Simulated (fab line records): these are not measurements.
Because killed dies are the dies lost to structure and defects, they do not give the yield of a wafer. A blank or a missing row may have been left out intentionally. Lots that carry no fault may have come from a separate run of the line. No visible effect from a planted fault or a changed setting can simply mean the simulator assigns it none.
Split-lot experiment -- flow n5-finfet -- on a route of 1938 steps: 7 lots, 39 wafers read

## SPLIT DETAILS
At N5_MOL_CONTACT_COAG_ETCH_91 (etches SOC in N2/H2, target depth 60 nm, overetch 21 nm, time 101.2 s), the setting target-depth-a was moved away from the recipe's 600 angstrom on 15 of the 39 wafers read, by -31.2% to +28.8%. For the rest of the wafers, this setting stayed at what the recipe calls for.

The reading comes from the split's own step.

## THE READING
SiARC_of_MOL_CONTACT_COAG_COAT_76.thk-nm (the simulator's own value, which no gauge read), in nm, at N5_MOL_CONTACT_COAG_ETCH_91 (etches SOC in N2/H2, target depth 60 nm, overetch 21 nm, time 101.2 s). The file gives no usual value for it. The 24 wafers here that ran the recipe average 5.8 nm, standard deviation 0.07 nm.

wafer,"tool, chamber at the split","target-depth-a as run, angstrom",against the recipe,"SiARC_of_MOL_CONTACT_COAG_COAT_76.thk-nm, nm",against lot-mates on the recipe
L079.1,"rie-diel-01, 1,3,2,0,2,3",600,recipe,5.8,-
L079.2,"rie-diel-01, 1,3,2,0,2,3",600,recipe,5.8,-
L079.3,"rie-diel-01, 1,3,2,0,2,3",600,recipe,5.8,-
L079.4,"rie-diel-01, 1,3,2,0,2,3",600,recipe,5.8,-
L079.5,"rie-diel-01, 1,3,2,0,2,3",600,recipe,5.8,-
L079.6,"rie-diel-01, 1,3,2,0,2,3",600,recipe,5.8,-
L081.1,"rie-diel-04, 3,0,1",412.9,-31.2%,6.8,+1.0
L081.5,"rie-diel-04, 3,0,1",412.9,-31.2%,6.8,+1.0
L081.6,"rie-diel-04, 3,0,1",412.9,-31.2%,6.8,+1.0
L081.2,"rie-diel-04, 0,2,1",600,recipe,5.8,-
L081.3,"rie-diel-04, 0,2,1",600,recipe,5.8,-
L081.4,"rie-diel-04, 0,2,1",600,recipe,5.8,-
L082.1,"rie-diel-02, 2,1,1",772.5,+28.8%,5,-0.8
L082.3,"rie-diel-02, 2,1,1",772.5,+28.8%,5,-0.8
L082.5,"rie-diel-02, 2,1,1",772.5,+28.8%,5,-0.8
L082.2,"rie-diel-02, 0,3,2",600,recipe,5.8,-
L082.4,"rie-diel-02, 0,3,2",600,recipe,5.8,-
L082.6,"rie-diel-02, 0,3,2",600,recipe,5.8,-
L083.1,"rie-diel-04, 1,2",600,recipe,5.8,-
L083.2,"rie-diel-04, 1,2",600,recipe,5.8,-
L083.3,"rie-diel-04, 3",690.5,+15.1%,5.2,-0.5
L083.4,"rie-diel-04, 0",600,recipe,5.6,-
L083.5,"rie-diel-04, 2,3",690.5,+15.1%,5.4,-0.3
L083.6,"rie-diel-04, 2,3",690.5,+15.1%,5.4,-0.3
L084.1,"rie-diel-04, 3,0,1",600,recipe,5.8,-
L084.2,"rie-diel-04, 3,0,1",600,recipe,5.8,-
L084.3,"rie-diel-04, 3,0,1",600,recipe,5.8,-
L084.4,"rie-diel-04, 2,0",695.9,+16.0%,5.2,-0.6
L084.6,"rie-diel-04, 2,0",695.9,+16.0%,5.2,-0.6
L084.5,"rie-diel-04, 1",695.9,+16.0%,5.4,-0.4
L086.1,"rie-diel-02, 1",600,recipe,5.8,-
L086.5,"rie-diel-02, 2,1",600,recipe,6,-
L086.6,"rie-diel-02, 2,1",600,recipe,6,-
L093.1,"rie-diel-01, 3,1,0",600,recipe,5.8,-
L093.2,"rie-diel-01, 3,1,0",600,recipe,5.8,-
L093.3,"rie-diel-01, 3,1,0",600,recipe,5.8,-
L093.4,"rie-diel-01, 2,0,1",724.7,+20.8%,5.2,-0.6
L093.5,"rie-diel-01, 2,0,1",724.7,+20.8%,5.2,-0.6
L093.6,"rie-diel-01, 2,0,1",724.7,+20.8%,5.2,-0.6
The file does not say which wafer passed through which chamber wherever a row lists several chambers: such a row stands for several wafers.

FIT RESULTS
A straight line over all 39 wafers: SiARC_of_MOL_CONTACT_COAG_COAT_76.thk-nm changes by -0.0305 nm for each +1% of target-depth-a; r = -0.99; the points scatter about the line by 0.074 nm.
The same after taking each lot's own level away (the mean of its wafers on the recipe; 39 wafers): -0.0301 nm for each +1%; r = -0.99; scatter 0.062 nm.
The reading moves by 0.94 nm for the largest change in target-depth-a, on that fit.
The span of the lots' own levels, 5.73 to 5.93 nm, comes to 2.8 times the standard deviation stated above.
The two slopes agree, so the slope changes little with the lot-to-lot level.
Check: with one of the wafers moved furthest among these (-31.2%) left out of the fit, the line predicts +0.941 nm for it against its lot-mates. Against them it came out at +1 nm.

## FURTHER SPLITS ON THESE WAFERS
Before the reading, these wafers also passed through other splits. Each is held against what the fit with the lots' levels taken away leaves over:
other split on the same wafers,wafers away from the commonest value,r with SiARC_of_MOL_CONTACT_COAG_COAT_76.thk-nm (lot level and that fit taken away)
N5_ZERO_LAYER_PECVD_02 time-s,12,-0.17
N5_FIN_SAQP_HM_DEP_72 target-thk-a,15,+0.00
N5_STI_FIN_REVEAL_ETCHBACK_08 time-s,9,+0.22
N5_HKMG_FIN_ALD_75 target-thk-a,12,+0.18

## FILE'S OWN FIT
SiARC_of_MOL_CONTACT_COAG_COAT_76.thk-nm changes by -0.0299 nm for each +1% of target-depth-a, r = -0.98.
